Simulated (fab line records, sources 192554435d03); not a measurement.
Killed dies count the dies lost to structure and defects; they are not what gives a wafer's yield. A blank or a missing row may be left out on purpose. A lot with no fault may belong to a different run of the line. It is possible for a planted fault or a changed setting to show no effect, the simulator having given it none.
fab line records ; flow n5Finfet
record lots=24; wafers=72; lastDay=17
route steps=1938 shown BEOL_M3@1008 BEOL_M4@1056
lots with no fault: from the same line, run without faults
startH: start of the lot's first displayed wafer, in hours after the record's first day ; waitH: how many hours have passed since the lot's step before this one ; " identical to the entry in the row above ; L1.1+2: one row covering several wafers at once ; - no value present, or no start provided ; * or withheld: withheld ; < > ~ a bound
route shown NAME@n: names a module that has steps shown in the file, with the first one's number in the route ; usual: mean and standard deviation over wafers with no fault ; same: alike in all rows ; chamber/n: place in a boat ; sites: readings site by site ; _std_site: the values' standard deviation ; _edge_site: the outer-site mean with the inner-site mean subtracted ; radiusMm: how far each site lies from the wafer's centre ; mask NAME#n: copy n ; behind: the tool/chamber that last shaped the wafer ; hold: what put the lot on hold/how long, in hours/how the hold closed ; device: the n, p or np transistor that did not switch ; end of line: the route-end tests of the same wafers ; step lacking rows: just its recipe ; killed: not the wafer's yield, but the dies lost to structure and defects at the first sort ; map: the dies of a wafer, with x for killed, . for not killed, _ for no die there
set.NAME: setting as actually run; set.NAME@STEP: the setting as run at that earlier step ; model.NAME: the simulator's own value behind a step, which no gauge read
steps of the route over a sample of lots; a table a step, a row a wafer
services: the hour from which a tool's chamber was out of use, counted from the record's first day as startH (under 0 if before that day), plus the number of hours and why
## steps
# step N5_BEOL_M3_SPUTTER_94
# recipe material=Cu; targetThkA=45; tempC=-20; chamberPressurePa=0.07; powerW=withheld; timeS=8.29
# usual susceptorTempC=-20.01/0.1; throttleValvePct=30.2/0.95
lot.wafer;tool;chamber;startH;waitH;susceptorTempC;throttleValvePct
L074.2;pvdSputter-03;-;150.12;0.1;-20.17;30.1
L074.3;pvdSputter-03;-;150.12;0.1;-19.94;28.5
L074.4;pvdSputter-03;-;150.12;0.1;-19.96;31.1
L075.1;pvdSputter-03;-;162.30;0.1;-19.99;28.4
L075.4;pvdSputter-03;-;162.30;0.1;-19.88;31.2
L075.5;pvdSputter-03;-;162.30;0.1;-20.11;30.3
L077.2;pvdSputter-02;-;164.90;0.1;-19.85;30.1
L077.3;pvdSputter-02;-;164.90;0.1;-19.92;29.2
L077.4;pvdSputter-02;-;164.90;0.1;-19.90;29.8
L076.3;pvdSputter-03;-;168.55;0.1;-19.71;30.2
L076.5;pvdSputter-03;-;168.55;0.1;-20.08;28.1
L076.6;pvdSputter-03;-;168.55;0.1;-19.90;30.2
L078.1;pvdSputter-03;-;178.91;0.1;-20.02;30.5
L078.4;pvdSputter-03;-;178.91;0.1;-19.92;30.1
L078.5;pvdSputter-03;-;178.91;0.1;-20.04;31.2
L079.1;pvdSputter-03;-;181.89;0.1;-19.97;30.9
L079.4;pvdSputter-03;-;181.89;0.1;-20.04;30.2
L079.6;pvdSputter-03;-;181.89;0.1;-19.82;28.5
L080.3;pvdSputter-01;-;187.47;0.1;-19.94;28.9
L080.4;pvdSputter-01;-;187.47;0.1;-19.82;30.3
L080.5;pvdSputter-01;-;187.47;0.1;-20.14;31.9
L081.3;pvdSputter-02;-;200.43;0.1;-20.15;30.3
L081.5;pvdSputter-02;-;200.43;0.1;-19.85;31.3
L081.6;pvdSputter-02;-;200.43;0.1;-19.96;29.4
L082.1;pvdSputter-01;-;207.31;0.1;-19.87;31.0
L082.4;pvdSputter-01;-;207.31;0.1;-20.06;30.5
L082.6;pvdSputter-01;-;207.31;0.1;-19.93;28.9
L083.1;pvdSputter-02;-;210.19;0.1;-20.05;29.8
L083.4;pvdSputter-02;-;210.19;0.1;-20.09;29.5
L083.5;pvdSputter-02;-;210.19;0.1;-20.02;29.8
L084.1;pvdSputter-03;-;222.67;0.1;-20.02;30.2
L084.2;pvdSputter-03;-;222.67;0.1;-20.11;31.2
L084.6;pvdSputter-03;-;222.67;0.1;-19.92;30.3
L085.3;pvdSputter-01;-;223.86;0.1;-19.99;28.9
L085.5;pvdSputter-01;-;223.86;0.1;-19.99;28.9
L085.6;pvdSputter-01;-;223.86;0.1;-20.03;30.5
L086.1;pvdSputter-01;-;230.48;0.1;-20.00;31.0
L086.5;pvdSputter-01;-;230.48;0.1;-20.01;28.7
L086.6;pvdSputter-01;-;230.48;0.1;-20.02;31.8
L088.2;pvdSputter-02;-;238.35;0.1;-20.13;29.8
L088.5;pvdSputter-02;-;238.35;0.1;-20.00;29.6
L088.6;pvdSputter-02;-;238.35;0.1;-20.12;31.4
L089.1;pvdSputter-02;-;241.62;0.1;-19.98;31.1
L089.4;pvdSputter-02;-;241.62;0.1;-20.03;29.4
L089.6;pvdSputter-02;-;241.62;0.1;-19.75;30.5
L087.1;pvdSputter-03;-;241.79;0.1;-20.15;31.3
L087.2;pvdSputter-03;-;241.79;0.1;-20.08;28.1
L087.3;pvdSputter-03;-;241.79;0.1;-19.84;30.2
L090.2;pvdSputter-03;-;244.73;0.1;-20.05;28.4
L090.3;pvdSputter-03;-;244.73;0.1;-20.05;31.0
L090.6;pvdSputter-03;-;244.73;0.1;-20.10;30.2
L091.1;pvdSputter-02;-;248.18;0.1;-20.04;31.3
L091.2;pvdSputter-02;-;248.18;0.1;-20.19;30.3
L091.3;pvdSputter-02;-;248.18;0.1;-20.04;30.0
L093.1;pvdSputter-01;-;261.35;0.1;-19.83;30.1
L093.5;pvdSputter-01;-;261.35;0.1;-20.24;30.9
L093.6;pvdSputter-01;-;261.35;0.1;-20.02;31.9
L092.2;pvdSputter-03;-;263.95;0.1;-19.87;30.5
L092.4;pvdSputter-03;-;263.95;0.1;-19.98;31.0
L092.5;pvdSputter-03;-;263.95;0.1;-19.78;28.5
L094.1;pvdSputter-02;-;282.52;0.1;-19.90;29.6
L094.3;pvdSputter-02;-;282.52;0.1;-19.79;30.4
L094.4;pvdSputter-02;-;282.52;0.1;-20.20;29.6
L095.2;pvdSputter-02;-;288.42;0.1;-20.19;31.0
L095.4;pvdSputter-02;-;288.42;0.1;-20.03;29.6
L095.5;pvdSputter-02;-;288.42;0.1;-20.01;29.2
L096.1;pvdSputter-03;-;290.77;0.1;-20.16;28.7
L096.3;pvdSputter-03;-;290.77;0.1;-20.04;30.9
L096.6;pvdSputter-03;-;290.77;0.1;-20.10;30.1
L097.3;pvdSputter-02;-;300.88;0.1;-20.19;30.1
L097.4;pvdSputter-02;-;300.88;0.1;-19.97;29.8
L097.6;pvdSputter-02;-;300.88;0.1;-19.95;29.6
# step N5_BEOL_M4_CD_MEAS_28
# recipe targetCdNm=26.2; landingEnergyEv=500; detector=seInlens; targetCdYNm=24.1; polarity=opening
# usual cdNm=26.16/0.23
lot.wafer;tool;chamber;startH;waitH;cdNm
L074.2;cdSem-02;0;154.40;-;25.96
L074.3;cdSem-02;0;154.40;-;25.94
L074.4;cdSem-02;0;154.40;-;26.29
L075.1;cdSem-03;0;167.17;-;26.31
L075.4;cdSem-03;0;167.17;-;26.52
L075.5;cdSem-03;0;167.17;-;26.71
L077.2;cdSem-01;0;168.08;-;26.28
L077.3;cdSem-01;0;168.08;-;26.49
L077.4;cdSem-01;0;168.08;-;26.27
L076.3;cdSem-01;0;176.61;-;25.53
L076.5;cdSem-01;0;176.61;-;26.10
L076.6;cdSem-01;0;176.61;-;25.85
L078.1;cdSem-01;0;184.47;-;26.33
L078.4;cdSem-01;0;184.47;-;25.94
L078.5;cdSem-01;0;184.47;-;26.03
L079.1;cdSem-03;0;186.58;-;26.01
L079.4;cdSem-03;0;186.58;-;26.17
L079.6;cdSem-03;0;186.58;-;26.16
L080.3;cdSem-03;0;191.08;-;26.02
L080.4;cdSem-03;0;191.08;-;26.13
L080.5;cdSem-03;0;191.08;-;26.54
L081.3;cdSem-03;0;204.98;-;26.11
L081.5;cdSem-03;0;204.98;-;26.52
L081.6;cdSem-03;0;204.98;-;26.42
L082.1;cdSem-01;0;211.24;-;25.92
L082.4;cdSem-01;0;211.24;-;25.76
L082.6;cdSem-01;0;211.24;-;26.05
L083.1;cdSem-01;0;215.19;-;26.24
L083.4;cdSem-01;0;215.19;-;26.32
L083.5;cdSem-01;0;215.19;-;26.51
L084.1;cdSem-02;0;226.32;-;26.17
L084.2;cdSem-02;0;226.32;-;25.93
L084.6;cdSem-02;0;226.32;-;26.27
L085.3;cdSem-02;0;229.37;-;26.15
L085.5;cdSem-02;0;229.37;-;25.96
L085.6;cdSem-02;0;229.37;-;26.03
L086.1;cdSem-03;0;233.71;-;26.17
L086.5;cdSem-03;0;233.71;-;26.46
L086.6;cdSem-03;0;233.71;-;26.07
L088.2;cdSem-03;0;241.38;-;25.96
L088.5;cdSem-03;0;241.38;-;26.30
L088.6;cdSem-03;0;241.38;-;26.12
L089.1;cdSem-02;0;246.14;-;25.81
L089.4;cdSem-02;0;246.14;-;26.31
L089.6;cdSem-02;0;246.14;-;26.11
L087.1;cdSem-02;0;246.32;-;26.24
L087.2;cdSem-02;0;246.32;-;26.34
L087.3;cdSem-02;0;246.32;-;26.14
L090.2;cdSem-03;0;247.84;-;26.35
L090.3;cdSem-03;0;247.84;-;25.93
L090.6;cdSem-03;0;247.84;-;25.95
L091.1;cdSem-01;0;252.18;-;26.55
L091.2;cdSem-01;0;252.18;-;26.23
L091.3;cdSem-01;0;252.18;-;26.20
L093.1;cdSem-03;0;266.24;-;26.14
L093.5;cdSem-03;0;266.24;-;26.21
L093.6;cdSem-03;0;266.24;-;26.25
L092.2;cdSem-03;0;267.13;-;26.42
L092.4;cdSem-03;0;267.13;-;26.20
L092.5;cdSem-03;0;267.13;-;26.11
L094.1;cdSem-03;0;286.76;-;26.21
L094.3;cdSem-03;0;286.76;-;26.20
L094.4;cdSem-03;0;286.76;-;26.22
L095.2;cdSem-03;0;293.88;-;26.01
L095.4;cdSem-03;0;293.88;-;26.21
L095.5;cdSem-03;0;293.88;-;26.29
L096.1;cdSem-01;0;294.34;-;25.92
L096.3;cdSem-01;0;294.34;-;26.44
L096.6;cdSem-01;0;294.34;-;26.57
L097.3;cdSem-03;0;304.16;-;26.28
L097.4;cdSem-03;0;304.16;-;26.57
L097.6;cdSem-03;0;304.16;-;26.31
# step N5_BEOL_M4_SPUTTER_90
# recipe material=Cu; targetThkA=45; tempC=-20; chamberPressurePa=0.07; powerW=withheld; timeS=8.29
# usual susceptorTempC=-20.00/0.11; throttleValvePct=30.3/0.96
lot.wafer;tool;chamber;startH;waitH;susceptorTempC;throttleValvePct
L074.2;pvdSputter-01;-;161.08;0.1;-20.15;29.1
L074.3;pvdSputter-01;-;161.08;0.1;-19.87;32.0
L074.4;pvdSputter-01;-;161.08;0.1;-19.94;30.1
L075.1;pvdSputter-01;-;179.78;0.1;-19.90;30.5
L075.4;pvdSputter-01;-;179.78;0.1;-20.10;31.1
L075.5;pvdSputter-01;-;179.78;0.1;-20.08;31.1
L077.2;pvdSputter-01;-;181.70;0.1;-20.01;31.3
L077.3;pvdSputter-01;-;181.70;0.1;-19.90;31.8
L077.4;pvdSputter-01;-;181.70;0.1;-20.00;28.8
L076.3;pvdSputter-03;-;184.36;0.1;-20.07;30.5
L076.5;pvdSputter-03;-;184.36;0.1;-20.13;30.3
L076.6;pvdSputter-03;-;184.36;0.1;-20.04;28.5
L078.1;pvdSputter-03;-;187.28;0.1;-20.00;31.3
L078.4;pvdSputter-03;-;187.28;0.1;-20.12;28.4
L078.5;pvdSputter-03;-;187.28;0.1;-20.16;28.5
L079.1;pvdSputter-01;-;190.97;0.1;-20.11;30.2
L079.4;pvdSputter-01;-;190.97;0.1;-20.10;29.1
L079.6;pvdSputter-01;-;190.97;0.1;-19.74;31.2
L080.3;pvdSputter-02;-;202.99;0.1;-20.20;29.7
L080.4;pvdSputter-02;-;202.99;0.1;-19.99;30.3
L080.5;pvdSputter-02;-;202.99;0.1;-19.94;29.6
L081.3;pvdSputter-01;-;212.48;0.1;-20.08;31.8
L081.5;pvdSputter-01;-;212.48;0.1;-20.12;31.8
L081.6;pvdSputter-01;-;212.48;0.1;-19.87;29.2
L082.1;pvdSputter-02;-;216.01;0.1;-19.99;30.1
L082.4;pvdSputter-02;-;216.01;0.1;-20.12;31.3
L082.6;pvdSputter-02;-;216.01;0.1;-20.04;29.7
L083.1;pvdSputter-02;-;220.48;0.1;-19.91;31.4
L083.4;pvdSputter-02;-;220.48;0.1;-20.07;30.2
L083.5;pvdSputter-02;-;220.48;0.1;-19.90;29.6
L085.3;pvdSputter-02;-;235.99;0.1;-19.82;29.6
L085.5;pvdSputter-02;-;235.99;0.1;-20.04;29.8
L085.6;pvdSputter-02;-;235.99;0.1;-19.94;30.4
L084.1;pvdSputter-01;-;243.02;0.1;-20.07;30.4
L084.2;pvdSputter-01;-;243.02;0.1;-19.89;28.8
L084.6;pvdSputter-01;-;243.02;0.1;-20.09;30.5
L086.1;pvdSputter-02;-;244.56;0.1;-20.15;31.2
L086.5;pvdSputter-02;-;244.56;0.1;-20.08;30.4
L086.6;pvdSputter-02;-;244.56;0.1;-19.93;29.7
L088.2;pvdSputter-03;-;248.03;0.1;-20.12;30.8
L088.5;pvdSputter-03;-;248.03;0.1;-20.02;30.9
L088.6;pvdSputter-03;-;248.03;0.1;-20.06;30.4
L087.1;pvdSputter-01;-;258.79;0.1;-20.19;31.7
L087.2;pvdSputter-01;-;258.79;0.1;-19.96;30.2
L087.3;pvdSputter-01;-;258.79;0.1;-19.96;29.0
L089.1;pvdSputter-03;-;259.01;0.1;-19.95;30.3
L089.4;pvdSputter-03;-;259.01;0.1;-20.10;30.5
L089.6;pvdSputter-03;-;259.01;0.1;-19.89;30.2
L090.2;pvdSputter-02;-;263.67;0.1;-20.11;31.3
L090.3;pvdSputter-02;-;263.67;0.1;-19.99;29.6
L090.6;pvdSputter-02;-;263.67;0.1;-20.11;29.6
L091.1;pvdSputter-01;-;263.73;0.1;-19.91;30.0
L091.2;pvdSputter-01;-;263.73;0.1;-19.93;31.5
L091.3;pvdSputter-01;-;263.73;0.1;-20.10;28.8
L093.1;pvdSputter-03;-;273.23;0.1;-19.94;30.5
L093.5;pvdSputter-03;-;273.23;0.1;-20.04;28.5
L093.6;pvdSputter-03;-;273.23;0.1;-20.25;30.2
L092.2;pvdSputter-03;-;281.63;0.1;-19.99;30.6
L092.4;pvdSputter-03;-;281.63;0.1;-19.88;30.4
L092.5;pvdSputter-03;-;281.63;0.1;-19.90;30.4
L094.1;pvdSputter-01;-;294.64;0.1;-20.01;31.5
L094.3;pvdSputter-01;-;294.64;0.1;-20.09;31.0
L094.4;pvdSputter-01;-;294.64;0.1;-19.91;29.1
L095.2;pvdSputter-01;-;298.86;0.1;-20.02;31.8
L095.4;pvdSputter-01;-;298.86;0.1;-19.88;29.1
L095.5;pvdSputter-01;-;298.86;0.1;-19.94;30.0
L096.1;pvdSputter-03;-;306.16;0.1;-19.98;28.3
L096.3;pvdSputter-03;-;306.16;0.1;-19.99;31.3
L096.6;pvdSputter-03;-;306.16;0.1;-19.95;31.2
L097.3;pvdSputter-01;-;311.32;0.1;-20.14;30.3
L097.4;pvdSputter-01;-;311.32;0.1;-19.91;29.0
L097.6;pvdSputter-01;-;311.32;0.1;-20.10;29.1
# step N5_BEOL_M4_ANNEAL_91
# recipe tempC=400; timeS=240; ambient=vacuum
# usual heaterPowerW=847/85; susceptorTempC=399.97/0.21
lot.wafer;tool;chamber;startH;waitH;heaterPowerW;susceptorTempC
L074.2;pvdSputter-01;-;161.16;0.0;749;400.03
L074.3;pvdSputter-01;-;161.16;0.0;827;400.07
L074.4;pvdSputter-01;-;161.16;0.0;931;400.21
L075.1;pvdSputter-01;-;179.86;0.0;951;399.81
L075.4;pvdSputter-01;-;179.86;0.0;947;400.11
L075.5;pvdSputter-01;-;179.86;0.0;969;399.69
L077.2;pvdSputter-01;-;181.78;0.0;984;400.06
L077.3;pvdSputter-01;-;181.78;0.0;824;400.37
L077.4;pvdSputter-01;-;181.78;0.0;768;399.92
L076.3;pvdSputter-03;-;184.44;0.0;792;399.89
L076.5;pvdSputter-03;-;184.44;0.0;793;400.18
L076.6;pvdSputter-03;-;184.44;0.0;891;399.77
L078.1;pvdSputter-03;-;187.36;0.0;792;400.05
L078.4;pvdSputter-03;-;187.36;0.0;900;400.01
L078.5;pvdSputter-03;-;187.36;0.0;882;399.89
L079.1;pvdSputter-01;-;191.05;0.0;917;400.07
L079.4;pvdSputter-01;-;191.05;0.0;757;400.14
L079.6;pvdSputter-01;-;191.05;0.0;963;399.88
L080.3;pvdSputter-02;-;203.07;0.0;738;400.03
L080.4;pvdSputter-02;-;203.07;0.0;815;399.70
L080.5;pvdSputter-02;-;203.07;0.0;922;399.95
L081.3;pvdSputter-01;-;212.56;0.0;816;400.21
L081.5;pvdSputter-01;-;212.56;0.0;838;400.03
L081.6;pvdSputter-01;-;212.56;0.0;745;400.08
L082.1;pvdSputter-02;-;216.09;0.0;817;400.21
L082.4;pvdSputter-02;-;216.09;0.0;709;399.79
L082.6;pvdSputter-02;-;216.09;0.0;748;400.21
L083.1;pvdSputter-02;-;220.56;0.0;708;399.93
L083.4;pvdSputter-02;-;220.56;0.0;821;399.78
L083.5;pvdSputter-02;-;220.56;0.0;909;399.72
L085.3;pvdSputter-02;-;236.07;0.0;920;399.74
L085.5;pvdSputter-02;-;236.07;0.0;727;399.97
L085.6;pvdSputter-02;-;236.07;0.0;810;399.99
L084.1;pvdSputter-01;-;243.10;0.0;942;400.14
L084.2;pvdSputter-01;-;243.10;0.0;769;400.64
L084.6;pvdSputter-01;-;243.10;0.0;902;399.89
L086.1;pvdSputter-02;-;244.64;0.0;726;399.88
L086.5;pvdSputter-02;-;244.64;0.0;797;399.79
L086.6;pvdSputter-02;-;244.64;0.0;735;399.75
L088.2;pvdSputter-03;-;248.11;0.0;967;399.92
L088.5;pvdSputter-03;-;248.11;0.0;806;400.11
L088.6;pvdSputter-03;-;248.11;0.0;786;399.81
L087.1;pvdSputter-01;-;258.87;0.0;846;400.22
L087.2;pvdSputter-01;-;258.87;0.0;886;399.46
L087.3;pvdSputter-01;-;258.87;0.0;770;399.76
L089.1;pvdSputter-03;-;259.09;0.0;803;399.77
L089.4;pvdSputter-03;-;259.09;0.0;976;400.07
L089.6;pvdSputter-03;-;259.09;0.0;808;399.73
L090.2;pvdSputter-02;-;263.75;0.0;710;399.84
L090.3;pvdSputter-02;-;263.75;0.0;922;400.05
L090.6;pvdSputter-02;-;263.75;0.0;888;400.19
L091.1;pvdSputter-01;-;263.81;0.0;945;399.89
L091.2;pvdSputter-01;-;263.81;0.0;849;400.34
L091.3;pvdSputter-01;-;263.81;0.0;765;400.02
L093.1;pvdSputter-03;-;273.31;0.0;980;399.91
L093.5;pvdSputter-03;-;273.31;0.0;889;399.78
L093.6;pvdSputter-03;-;273.31;0.0;774;400.06
L092.2;pvdSputter-03;-;281.71;0.0;930;399.92
L092.4;pvdSputter-03;-;281.71;0.0;778;400.23
L092.5;pvdSputter-03;-;281.71;0.0;799;399.78
L094.1;pvdSputter-01;-;294.72;0.0;832;399.93
L094.3;pvdSputter-01;-;294.72;0.0;975;400.03
L094.4;pvdSputter-01;-;294.72;0.0;774;399.84
L095.2;pvdSputter-01;-;298.94;0.0;840;399.73
L095.4;pvdSputter-01;-;298.94;0.0;747;399.79
L095.5;pvdSputter-01;-;298.94;0.0;937;400.15
L096.1;pvdSputter-03;-;306.24;0.0;884;400.11
L096.3;pvdSputter-03;-;306.24;0.0;799;400.13
L096.6;pvdSputter-03;-;306.24;0.0;795;400.00
L097.3;pvdSputter-01;-;311.40;0.0;945;399.49
L097.4;pvdSputter-01;-;311.40;0.0;764;399.91
L097.6;pvdSputter-01;-;311.40;0.0;744;399.95
# step N5_BEOL_M4_SPUTTER_94
# recipe material=Cu; targetThkA=45; tempC=-20; chamberPressurePa=0.07; powerW=withheld; timeS=8.29
# usual susceptorTempC=-20.00/0.095; throttleValvePct=30.3/0.93
lot.wafer;tool;chamber;startH;waitH;susceptorTempC;throttleValvePct
L074.2;pvdSputter-01;-;161.52;0.1;-19.85;28.8
L074.3;pvdSputter-01;-;161.52;0.1;-20.00;31.5
L074.4;pvdSputter-01;-;161.52;0.1;-20.01;30.0
L075.1;pvdSputter-01;-;180.22;0.1;-20.08;30.4
L075.4;pvdSputter-01;-;180.22;0.1;-19.91;31.0
L075.5;pvdSputter-01;-;180.22;0.1;-20.01;31.0
L077.2;pvdSputter-01;-;182.14;0.1;-20.14;31.0
L077.3;pvdSputter-01;-;182.14;0.1;-19.88;31.7
L077.4;pvdSputter-01;-;182.14;0.1;-19.86;28.8
L076.3;pvdSputter-03;-;184.80;0.1;-20.00;30.4
L076.5;pvdSputter-03;-;184.80;0.1;-19.97;30.1
L076.6;pvdSputter-03;-;184.80;0.1;-20.00;28.5
L078.1;pvdSputter-03;-;187.72;0.1;-20.12;30.8
L078.4;pvdSputter-03;-;187.72;0.1;-19.86;28.5
L078.5;pvdSputter-03;-;187.72;0.1;-19.88;28.6
L079.1;pvdSputter-01;-;191.41;0.1;-19.98;30.0
L079.4;pvdSputter-01;-;191.41;0.1;-20.02;29.0
L079.6;pvdSputter-01;-;191.41;0.1;-20.07;31.1
L080.3;pvdSputter-02;-;203.43;0.1;-20.10;29.7
L080.4;pvdSputter-02;-;203.43;0.1;-20.02;30.2
L080.5;pvdSputter-02;-;203.43;0.1;-20.00;29.7
L081.3;pvdSputter-01;-;212.92;0.1;-19.89;31.6
L081.5;pvdSputter-01;-;212.92;0.1;-19.94;31.7
L081.6;pvdSputter-01;-;212.92;0.1;-20.15;29.0
L082.1;pvdSputter-02;-;216.45;0.1;-20.04;30.2
L082.4;pvdSputter-02;-;216.45;0.1;-19.98;31.1
L082.6;pvdSputter-02;-;216.45;0.1;-19.91;29.5
L083.1;pvdSputter-02;-;220.92;0.1;-20.07;31.2
L083.4;pvdSputter-02;-;220.92;0.1;-19.97;30.1
L083.5;pvdSputter-02;-;220.92;0.1;-19.89;29.7
L085.3;pvdSputter-02;-;236.43;0.1;-19.96;29.8
L085.5;pvdSputter-02;-;236.43;0.1;-19.93;29.9
L085.6;pvdSputter-02;-;236.43;0.1;-19.84;30.1
L084.1;pvdSputter-01;-;243.46;0.1;-19.96;30.3
L084.2;pvdSputter-01;-;243.46;0.1;-20.17;29.2
L084.6;pvdSputter-01;-;243.46;0.1;-19.94;30.6
L086.1;pvdSputter-02;-;245.00;0.1;-20.02;31.4
L086.5;pvdSputter-02;-;245.00;0.1;-20.04;30.1
L086.6;pvdSputter-02;-;245.00;0.1;-20.00;29.6
L088.2;pvdSputter-03;-;248.47;0.1;-20.06;30.4
L088.5;pvdSputter-03;-;248.47;0.1;-20.07;31.3
L088.6;pvdSputter-03;-;248.47;0.1;-20.06;30.3
L087.1;pvdSputter-01;-;259.23;0.1;-20.19;31.6
L087.2;pvdSputter-01;-;259.23;0.1;-20.00;30.3
L087.3;pvdSputter-01;-;259.23;0.1;-20.12;28.9
L089.1;pvdSputter-03;-;259.45;0.1;-20.10;30.2
L089.4;pvdSputter-03;-;259.45;0.1;-19.99;30.5
L089.6;pvdSputter-03;-;259.45;0.1;-20.03;30.0
L090.2;pvdSputter-02;-;264.11;0.1;-19.99;31.3
L090.3;pvdSputter-02;-;264.11;0.1;-19.99;29.5
L090.6;pvdSputter-02;-;264.11;0.1;-20.10;29.7
L091.1;pvdSputter-01;-;264.17;0.1;-20.04;30.0
L091.2;pvdSputter-01;-;264.17;0.1;-20.10;31.9
L091.3;pvdSputter-01;-;264.17;0.1;-19.88;29.1
L093.1;pvdSputter-03;-;273.67;0.1;-19.91;30.8
L093.5;pvdSputter-03;-;273.67;0.1;-19.95;28.6
L093.6;pvdSputter-03;-;273.67;0.1;-20.08;30.3
L092.2;pvdSputter-03;-;282.07;0.1;-20.17;30.4
L092.4;pvdSputter-03;-;282.07;0.1;-20.03;30.4
L092.5;pvdSputter-03;-;282.07;0.1;-19.92;30.2
L094.1;pvdSputter-01;-;295.08;0.1;-20.05;31.9
L094.3;pvdSputter-01;-;295.08;0.1;-19.99;30.9
L094.4;pvdSputter-01;-;295.08;0.1;-20.05;29.1
L095.2;pvdSputter-01;-;299.30;0.1;-19.83;31.9
L095.4;pvdSputter-01;-;299.30;0.1;-19.99;29.1
L095.5;pvdSputter-01;-;299.30;0.1;-20.07;30.5
L096.1;pvdSputter-03;-;306.60;0.1;-20.04;28.6
L096.3;pvdSputter-03;-;306.60;0.1;-20.09;30.9
L096.6;pvdSputter-03;-;306.60;0.1;-20.06;31.2
L097.3;pvdSputter-01;-;311.76;0.1;-19.95;30.4
L097.4;pvdSputter-01;-;311.76;0.1;-19.98;29.0
L097.6;pvdSputter-01;-;311.76;0.1;-20.14;28.7
# step N5_BEOL_M4_PRE_CLEAN_60
# recipe gas=NH3/H2; timeS=15; tempC=*; rfPowerW=300
# usual heaterPowerW=97/19; rfFwdPowerW=296.1/1.3; susceptorTempC=*
lot.wafer;tool;chamber;startH;waitH;heaterPowerW;rfFwdPowerW;susceptorTempC
L074.2;cvdCo-01;1;162.57;0.0;80;296.5;*
L074.3;cvdCo-01;2;162.57;0.0;85;297.3;*
L074.4;cvdCo-01;1;162.57;0.0;78;293.5;*
L075.1;cvdCo-02;2;181.26;0.0;117;296.5;*
L075.4;cvdCo-02;1;181.26;0.0;114;295.6;*
L075.5;cvdCo-02;0;181.26;0.0;66;297.5;*
L077.2;cvdCo-02;0;183.28;0.1;69;297.5;*
L077.3;cvdCo-02;1;183.28;0.1;121;293.4;*
L077.4;cvdCo-02;1;183.28;0.1;116;294.3;*
L076.3;cvdCo-02;0;185.90;0.1;69;297.9;*
L076.5;cvdCo-02;2;185.90;0.1;116;294.7;*
L076.6;cvdCo-02;1;185.90;0.1;119;296.7;*
L078.1;cvdCo-02;2;188.79;0.0;115;296.2;*
L078.4;cvdCo-02;1;188.79;0.0;117;294.8;*
L078.5;cvdCo-02;0;188.79;0.0;68;298.8;*
L079.1;cvdCo-01;2;192.45;0.0;88;296.7;*
L079.4;cvdCo-01;1;192.45;0.0;79;295.4;*
L079.6;cvdCo-01;2;192.45;0.0;88;296.8;*
L080.3;cvdCo-01;2;204.49;0.0;89;297.2;*
L080.4;cvdCo-01;1;204.49;0.0;79;294.5;*
L080.5;cvdCo-01;0;204.49;0.0;102;296.2;*
L081.3;cvdCo-02;1;213.97;0.0;119;295.5;*
L081.5;cvdCo-02;2;213.97;0.0;116;295.2;*
L081.6;cvdCo-02;1;213.97;0.0;122;295.7;*
L082.1;cvdCo-01;1;217.49;0.0;78;295.6;*
L082.4;cvdCo-01;0;217.49;0.0;103;296.1;*
L082.6;cvdCo-01;1;217.49;0.0;78;295.7;*
L083.1;cvdCo-02;2;222.16;0.0;115;294.5;*
L083.4;cvdCo-02;1;222.16;0.0;120;295.3;*
L083.5;cvdCo-02;0;222.16;0.0;73;296.9;*
L085.3;cvdCo-01;0;238.09;0.0;105;295.1;*
L085.5;cvdCo-01;0;238.09;0.0;101;294.7;*
L085.6;cvdCo-01;2;238.09;0.0;88;297.6;*
L084.1;cvdCo-02;1;244.50;0.0;120;295.2;*
L084.2;cvdCo-02;2;244.50;0.0;118;295.7;*
L084.6;cvdCo-02;0;244.50;0.0;67;298.9;*
L086.1;cvdCo-01;0;246.05;0.0;105;295.4;*
L086.5;cvdCo-01;2;246.05;0.0;90;297.3;*
L086.6;cvdCo-01;1;246.05;0.0;79;296.4;*
L088.2;cvdCo-02;1;249.53;0.0;117;294.9;*
L088.5;cvdCo-02;0;249.53;0.0;71;297.4;*
L088.6;cvdCo-02;1;249.53;0.0;121;294.4;*
L087.1;cvdCo-02;2;260.27;0.0;116;295.6;*
L087.2;cvdCo-02;0;260.27;0.0;69;297.1;*
L087.3;cvdCo-02;1;260.27;0.0;118;294.5;*
L089.1;cvdCo-02;0;260.50;0.0;69;297.5;*
L089.4;cvdCo-02;1;260.50;0.0;118;293.5;*
L089.6;cvdCo-02;2;260.50;0.0;118;296.5;*
L090.2;cvdCo-02;1;265.16;0.0;119;294.6;*
L090.3;cvdCo-02;2;265.16;0.0;117;297.9;*
L090.6;cvdCo-02;2;265.16;0.0;120;296.3;*
L091.1;cvdCo-01;1;265.39;0.0;79;295.2;*
L091.2;cvdCo-01;0;265.39;0.0;103;295.9;*
L091.3;cvdCo-01;2;265.39;0.0;89;297.4;*
L093.1;cvdCo-02;0;275.84;0.3;69;296.3;*
L093.5;cvdCo-02;0;275.84;0.3;70;295.6;*
L093.6;cvdCo-02;2;275.84;0.3;116;295.7;*
L092.2;cvdCo-02;2;283.18;0.0;118;296.4;*
L092.4;cvdCo-02;1;283.18;0.0;120;293.3;*
L092.5;cvdCo-02;0;283.18;0.0;69;296.9;*
L094.1;cvdCo-02;0;296.64;0.2;71;297.6;*
L094.3;cvdCo-02;1;296.64;0.2;117;295.5;*
L094.4;cvdCo-02;2;296.64;0.2;120;295.3;*
L095.2;cvdCo-01;0;300.35;0.0;101;295.7;*
L095.4;cvdCo-01;2;300.35;0.0;92;297.3;*
L095.5;cvdCo-01;0;300.35;0.0;106;294.2;*
L096.1;cvdCo-01;1;308.03;0.0;80;294.2;*
L096.3;cvdCo-01;0;308.03;0.0;103;294.9;*
L096.6;cvdCo-01;0;308.03;0.0;105;294.1;*
L097.3;cvdCo-01;1;312.89;0.1;78;296.5;*
L097.4;cvdCo-01;0;312.89;0.1;105;294.5;*
L097.6;cvdCo-01;2;312.89;0.1;90;297.4;*
## services
tool;chamber;startH;hours;kind
pvdSputter-02;-;153.37;1.0;repair
pvdSputter-03;-;169.70;3.3;repair
cvdCo-02;-;191.70;1.9;repair
cvdCo-01;-;263.62;0.5;repair
cvdCo-01;-;273.90;6.9;pm
cvdCo-02;1;278.12;4.1;repair
cvdCo-01;-;291.28;6.0;pm
pvdSputter-01;-;300.26;1.2;repair
cvdCo-02;-;311.75;5.6;repair
## key
fault none
